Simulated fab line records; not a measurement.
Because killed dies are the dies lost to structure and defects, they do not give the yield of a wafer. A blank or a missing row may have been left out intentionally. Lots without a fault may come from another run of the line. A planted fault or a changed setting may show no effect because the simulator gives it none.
fab line records | flow nandHarc
[record] lots = 6 | wafers = 18 | lastDay = 33
route steps=1302 shown THIN_TSV@1283
lots with no fault: from the same line, run without faults
startH: hours from the record's opening day to when the first of the lot's shown wafers began | waitH: hours from the lot's prior step to this one | " identical to the entry in the row above | L1.1+2: a single row standing in for several wafers | - value missing, or start not given | * or withheld: withheld | < > ~ a bound
route shown NAME@n: a module of which the file shows steps, and the number in the route of the first | usual: mean/standard deviation taken from wafers without a fault | same: alike in all rows | chamber/n: place in a boat | sites: the reading at each site | _std_site: the standard deviation of these | _edge_site: inner sites' mean taken away from outer sites' mean | radiusMm: how far each site lies from the wafer's centre | mask NAME#n: copy n | behind: tool/chamber where the wafer was last shaped | hold: what put the lot on hold/how long, in hours/how the hold closed | device: the n, p or np transistor that did not switch | end of line: the same wafers' tests at the end of the route | a step without rows: its recipe alone | killed: not the wafer's yield, but the dies lost to structure and defects at the first sort | map: a wafer's dies, x killed, . not, _ none there
set.NAME: setting as actually run; set.NAME@STEP: the setting as run at that earlier step | model.NAME: the simulator's own value behind a step, which no gauge read
lots at selected steps of the route; one table per step, one row per wafer
services: from which hour (startH, from the record's first day; less than 0 if before it) a tool's chamber was out of use, for how many hours, and why
[[steps]]
[step NHARC_THIN_TSV_DEHYDRATE_25]
[recipe] tempC = 150 | timeS = 120
[step NHARC_THIN_TSV_HMDS_26]
[recipe] timeS = 30
[step NHARC_THIN_TSV_COAT_27]
[recipe] spinRpm = *
[step NHARC_THIN_TSV_SOFTBAKE_28]
[recipe] tempC = 122 | timeS = 95
[step NHARC_THIN_TSV_EBR_29]
[step NHARC_THIN_TSV_EXPOSE_30]
[recipe] na = 0.55 | doseMj = 11.47 | maskId = PAD
[step NHARC_THIN_TSV_PEB_31]
[recipe] pebTempC = 118 | pebTimeS = 85
[step NHARC_THIN_TSV_DEVELOP_32]
[recipe] timeS = 70
[step NHARC_THIN_TSV_CD_MEAS_33]
[recipe] targetCdNm = 5000 | landingEnergyEv = 500
[usual] cdNm = 5000.4/2.2
lot.wafer | tool     | chamber | startH | waitH | cdNm
L112.1    | cdSem-03 | 0       | 601.57 | -     | 5001.1
L112.4    | "        | 0       | "      | "     | 5000.0
L112.6    | "        | 0       | "      | "     | 4999.3
L114.1    | cdSem-03 | 0       | 621.73 | -     | 5002.7
L114.4    | "        | 0       | "      | "     | 5002.0
L114.5    | "        | 0       | "      | "     | 5001.6
L117.2    | cdSem-02 | 0       | 639.88 | -     | 5001.1
L117.4    | "        | 0       | "      | "     | 5000.7
L117.5    | "        | 0       | "      | "     | 5000.5
L128.1    | cdSem-01 | 0       | 752.66 | -     | 4998.3
L128.5    | "        | 0       | "      | "     | 4999.3
L128.6    | "        | 0       | "      | "     | 4995.3
L130.1    | cdSem-02 | 0       | 753.65 | -     | 5001.2
L130.4    | "        | 0       | "      | "     | 4999.0
L130.6    | "        | 0       | "      | "     | 5002.1
L133.1    | cdSem-01 | 0       | 788.07 | -     | 5002.1
L133.3    | "        | 0       | "      | "     | 5003.3
L133.5    | "        | 0       | "      | "     | 5003.5
[step NHARC_THIN_TSV_HARDBAKE_34]
[recipe] tempC = 125 | timeS = 80
[step NHARC_THIN_TSV_DESCUM_35]
[recipe] timeS = 3 | o2FlowSccm = 200 | arFlowSccm = 0 | biasPowerW = 0 | chemistry = O2
[usual] chamberPressureMTorr = 60.00/0.051 | drypumpMotorCurrentA = 5.9/0.6 | oesProductAu = 1.000/0.0098 | rfVppV = 57.6/1 | showerheadPlenumPTorr = 1.88/0.068 | throttleValvePct = 11.311/0.0094
[same] biasPowerW = 0
lot.wafer | tool       | chamber | startH | waitH | chamberPressureMTorr | drypumpMotorCurrentA | oesProductAu | rfHoursCounterH | rfVppV | showerheadPlenumPTorr | throttleValvePct
L112.1    | rieDiel-07 | 3       | 601.75 | -     | 60.04                | 5.8                  | 1.009        | 6.6             | 59.2   | 1.89                  | 11.313
L112.4    | "          | 0       | "      | "     | 60.00                | 5.8                  | 1.000        | 7.2             | 57.3   | 1.91                  | 11.312
L112.6    | "          | 2       | "      | "     | 60.06                | 6.1                  | 1.002        | -               | 57.0   | 1.96                  | 11.308
L114.4    | rieDiel-09 | 2       | 621.89 | -     | 60.02                | 6.7                  | 0.994        | 8.4             | 57.6   | 1.83                  | 11.315
L114.1    | "          | 3       | "      | "     | 59.91                | 5.8                  | 0.997        | 8.7             | 57.3   | 1.87                  | 11.318
L114.5    | "          | 2       | "      | "     | 60.04                | 6.7                  | 1.005        | -               | 57.5   | 1.83                  | 11.304
L117.4    | rieDiel-07 | 3       | 640.05 | -     | 59.95                | 5.8                  | 0.994        | 8.4             | 57.5   | 1.89                  | 11.312
L117.2    | "          | 0       | "      | "     | 59.94                | 5.8                  | 0.992        | 9.3             | 57.2   | 1.91                  | 11.319
L117.5    | "          | 2       | "      | "     | 60.00                | 6.1                  | 0.997        | -               | 56.3   | 1.96                  | 11.310
L128.1    | rieDiel-09 | 1       | 752.86 | -     | 59.98                | 5.4                  | 0.983        | 5.2             | 56.3   | 1.78                  | 11.326
L128.6    | "          | 3       | "      | "     | 59.97                | 5.8                  | 0.999        | -               | 56.6   | 1.87                  | 11.306
L128.5    | "          | 0       | "      | "     | 59.99                | 6.8                  | 0.995        | -               | 55.6   | 1.83                  | 11.309
L130.1    | rieDiel-09 | 1       | 753.81 | -     | 60.00                | 5.4                  | 0.983        | 5.2             | 57.1   | 1.78                  | 11.320
L130.4    | "          | 0       | "      | "     | 60.04                | 6.8                  | 0.999        | 5.7             | 58.8   | 1.83                  | 11.312
L130.6    | "          | 2       | "      | "     | 59.97                | 6.7                  | 0.992        | -               | 56.8   | 1.83                  | 11.297
L133.1    | rieDiel-09 | 0       | 788.23 | -     | 60.05                | 6.8                  | 0.999        | 6.6             | 58.9   | 1.83                  | 11.317
L133.3    | "          | 1       | "      | "     | 59.83                | 5.4                  | 0.997        | 6.7             | 55.9   | 1.78                  | 11.322
L133.5    | "          | 0       | "      | "     | 59.96                | 6.8                  | 1.004        | -               | 56.1   | 1.83                  | 11.317
[step NHARC_THIN_TSV_ETCH_59]
[recipe] targetDepthA = 8800 | icpW = 900 | biasW = 100 | Cl2_flow_sccm = 60 | bcl3FlowSccm = 30 | timeS = 138.1 | chemistry = Cl2/BCl3
[usual] chamberPressureMTorr = 10.002/0.0091 | drypumpMotorCurrentA = 5.8/0.53 | mfcCl2Sccm = 60.01/0.17 | oesProductAu = 0.996/0.013 | runLengthS = 159.3/0.35 | throttleValvePct = 22.264/0.0089
lot.wafer | tool        | chamber | startH | waitH | chamberPressureMTorr | drypumpMotorCurrentA | mfcCl2Sccm | oesProductAu | rfHoursCounterH | runLengthS | throttleValvePct
L112.1    | rieMetal-03 | 0       | 601.85 | 0.1   | 9.991                | 6.6                  | 60.14      | 1.001        | 1.5             | 159.8      | 22.256
L112.4    | "           | 0       | "      | "     | 10.009               | 6.6                  | 59.90      | 0.996        | -               | 159.4      | 22.260
L112.6    | "           | 1       | "      | "     | 10.004               | 5.3                  | 60.14      | 0.995        | -               | 158.7      | 22.267
L114.1    | rieMetal-02 | 0       | 622.02 | 0.1   | 10.004               | 6.0                  | 59.77      | 0.992        | 3.4             | 159.4      | 22.260
L114.4    | "           | 1       | "      | "     | 10.011               | 6.3                  | 59.82      | 0.982        | -               | 158.9      | 22.257
L114.5    | "           | 0       | "      | "     | 9.999                | 6.0                  | 59.78      | 0.993        | -               | 159.6      | 22.288
L117.2    | rieMetal-02 | 1       | 640.20 | 0.1   | 10.008               | 6.3                  | 60.20      | 0.984        | 0.0             | 159.1      | 22.261
L117.4    | "           | 1       | "      | "     | 10.002               | 6.3                  | 60.21      | 0.991        | -               | 159.2      | 22.255
L117.5    | "           | 0       | "      | "     | 10.028               | 6.0                  | 60.22      | 0.989        | -               | 159.3      | 22.264
L128.1    | rieMetal-03 | 0       | 752.99 | 0.1   | 10.005               | 6.5                  | 59.84      | 0.985        | 0.6             | 159.4      | 22.251
L128.6    | "           | 1       | "      | "     | 10.011               | 5.3                  | 60.23      | 1.005        | -               | 159.1      | 22.272
L128.5    | "           | 0       | "      | "     | 10.001               | 6.6                  | 59.87      | 0.990        | -               | 159.6      | 22.263
L130.1    | rieMetal-02 | 1       | 753.94 | 0.1   | 9.994                | 6.3                  | 59.97      | 0.985        | 1.9             | 159.3      | 22.256
L130.4    | "           | 0       | "      | "     | 9.998                | 6.0                  | 60.11      | 1.000        | -               | 159.7      | 22.269
L130.6    | "           | 0       | "      | "     | 10.011               | 6.0                  | 60.20      | 1.009        | -               | 159.3      | 22.277
L133.1    | rieMetal-03 | 1       | 788.36 | 0.1   | 10.021               | 5.3                  | 59.86      | 1.006        | 1.2             | 158.4      | 22.263
L133.3    | "           | 1       | "      | "     | 9.995                | 5.3                  | 60.01      | 1.000        | -               | 158.6      | 22.266
L133.5    | "           | 0       | "      | "     | 9.999                | 6.6                  | 60.23      | 0.982        | -               | 159.4      | 22.256
[step NHARC_THIN_TSV_ETCH_36]
[recipe] targetDepthA = 650 | overEtchFrac = 0.3 | timeS = 18.571 | ionEnergyEv = 150 | chemistry = Cl2/BCl3
[usual] chamberPressureMTorr = 10.001/0.0085 | drypumpMotorCurrentA = 5.8/0.52 | oesProductAu = 0.997/0.013 | runLengthS = 39.8/0.37
lot.wafer | tool        | chamber | startH | waitH | chamberPressureMTorr | drypumpMotorCurrentA | oesProductAu | rfHoursCounterH | runLengthS
L112.1    | rieMetal-03 | 1       | 602.11 | 0.2   | 9.994                | 5.3                  | 0.991        | 1.2             | 39.6
L112.4    | "           | 0       | "      | "     | 10.011               | 6.6                  | 0.991        | -               | 39.8
L112.6    | "           | 1       | "      | "     | 9.993                | 5.3                  | 0.990        | -               | 39.7
L114.1    | rieMetal-02 | 1       | 622.28 | 0.2   | 10.001               | 6.3                  | 0.982        | 3.6             | 35.6
L114.4    | "           | 0       | "      | "     | 9.987                | 6.0                  | 0.995        | -               | 36.2
L114.5    | "           | 1       | "      | "     | 10.009               | 6.3                  | 0.981        | -               | 40.3
L117.2    | rieMetal-02 | 0       | 640.43 | 0.2   | 10.005               | 6.0                  | 1.001        | 0.2             | 40.0
L117.4    | "           | 0       | "      | "     | 9.985                | 6.0                  | 0.994        | -               | 35.6
L117.5    | "           | 1       | "      | "     | 9.994                | 6.2                  | 0.988        | -               | 39.4
L128.1    | rieMetal-03 | 1       | 753.22 | 0.2   | 10.000               | 5.3                  | 1.008        | 0.7             | 39.4
L128.6    | "           | 1       | "      | "     | 10.000               | 5.3                  | 1.019        | -               | 38.9
L128.5    | "           | 0       | "      | "     | 9.996                | 6.6                  | 1.000        | -               | 40.7
L130.1    | rieMetal-02 | 0       | 754.21 | 0.2   | 9.995                | 6.0                  | 0.988        | 2.0             | 40.4
L130.4    | "           | 0       | "      | "     | 10.004               | 6.0                  | 1.005        | -               | 39.7
L130.6    | "           | 0       | "      | "     | 9.999                | 6.0                  | 0.991        | -               | 39.7
L133.1    | rieMetal-03 | 0       | 788.61 | 0.2   | 10.011               | 6.6                  | 0.976        | 1.4             | 40.1
L133.3    | "           | 1       | "      | "     | 9.995                | 5.3                  | 1.004        | -               | 38.9
L133.5    | "           | 1       | "      | "     | 9.988                | 5.3                  | 1.000        | -               | 39.0
[step NHARC_THIN_TSV_STRIP_56]
[recipe] powerW = 1500 | tempC = 250 | chemistry = O2
[usual] drypumpMotorCurrentA = 5.7/0.65 | heaterPowerW = 341/13 | rfReflPowerW = 14/4.5
lot.wafer | tool           | chamber | startH | waitH | drypumpMotorCurrentA | heaterPowerW | rfHoursCounterH | rfReflPowerW
L112.1    | plasmaAsher-01 | 1       | 602.21 | 0.1   | 6.2                  | 343          | 15              | 22
L112.4    | "              | 0       | "      | "     | 5.5                  | 356          | -               | 10
L112.6    | "              | 0       | "      | "     | 5.5                  | 352          | -               | 10
L114.1    | plasmaAsher-02 | 0       | 622.38 | 0.1   | 4.8                  | 339          | 2               | 16
L114.4    | "              | 1       | "      | "     | 6.4                  | 321          | -               | 11
L114.5    | "              | 1       | "      | "     | 6.4                  | 324          | -               | 10
L117.2    | plasmaAsher-01 | 0       | 640.58 | 0.1   | 5.5                  | 356          | 24              | 10
L117.4    | "              | 0       | "      | "     | 5.5                  | 354          | -               | 10
L117.5    | "              | 0       | "      | "     | 5.5                  | 353          | -               | 11
L128.1    | plasmaAsher-01 | 1       | 753.36 | 0.1   | 6.2                  | 359          | 9               | 23
L128.6    | "              | 0       | "      | "     | 5.5                  | 348          | -               | 10
L128.5    | "              | 1       | "      | "     | 6.2                  | 354          | -               | 21
L130.1    | plasmaAsher-02 | 0       | 754.30 | 0.1   | 4.8                  | 343          | 32              | 15
L130.4    | "              | 0       | "      | "     | 4.8                  | 342          | -               | 15
L130.6    | "              | 0       | "      | "     | 4.8                  | 351          | -               | 16
L133.1    | plasmaAsher-01 | 1       | 788.76 | 0.1   | 6.2                  | 368          | 17              | 24
L133.3    | "              | 1       | "      | "     | 6.2                  | 359          | -               | 23
L133.5    | "              | 1       | "      | "     | 6.2                  | 356          | -               | 22
[[services]]
tool           | chamber | startH | hours | kind
rieMetal-03    | 1       | 596.75 | 2.3   | repair
plasmaAsher-02 | -       | 603.27 | 9.0   | pm
rieMetal-02    | -       | 631.00 | 9.0   | pm
rieMetal-02    | 0       | 631.00 | 9.0   | ventCycle
rieMetal-02    | 1       | 631.00 | 9.0   | ventCycle
rieMetal-02    | 0       | 640.00 | -     | clean
rieMetal-02    | 1       | 640.00 | -     | clean
rieDiel-07     | -       | 648.25 | 9.0   | pm
rieDiel-09     | -       | 674.10 | 9.0   | pm
rieMetal-03    | 0       | 687.96 | 8.6   | repair
plasmaAsher-01 | -       | 696.54 | 9.0   | pm
rieMetal-03    | -       | 699.01 | 9.0   | pm
rieMetal-03    | 0       | 699.01 | 9.0   | ventCycle
rieMetal-03    | 1       | 699.01 | 9.0   | ventCycle
rieDiel-07     | -       | 701.65 | 0.5   | repair
rieMetal-03    | 0       | 708.01 | -     | clean
rieMetal-03    | 1       | 708.01 | -     | clean
rieMetal-02    | 0       | 716.96 | 4.8   | repair
rieDiel-07     | 2       | 725.67 | 1.3   | repair
rieMetal-03    | 1       | 730.42 | 2.2   | repair
rieDiel-09     | 0       | 756.43 | 9.0   | repair
plasmaAsher-02 | -       | 780.27 | 9.0   | pm
rieDiel-09     | 1       | 781.95 | 4.1   | repair
rieDiel-07     | -       | 787.66 | 0.4   | repair
[[key]]
[firstSign] step = NHARC_THIN_TSV_ETCH_36 | reading = runLengthS | direction = down | sigmas = 11 | usual = * | struck = *
effect none on later readings
metAt NHARC_THIN_TSV_ETCH_36
struckWafers L114.1,L114.4,L117.4
sortLeftOut L114.1,L114.4,L117.4
[fault] kind = processParameterDrift | tool = rieMetal-02 | chamber = - | onsetH = 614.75 | steps = NHARC_THIN_TSV_ETCH_36 | channel = timeS | offset = * | shape = step | endH = 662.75 | scope = struckWafersOnly | actsIn = * | stated = *
// sortLeftOut: the simulated sort isn't trusted on such a fault, so these wafers' sort isn't shown, and their yield isn't known
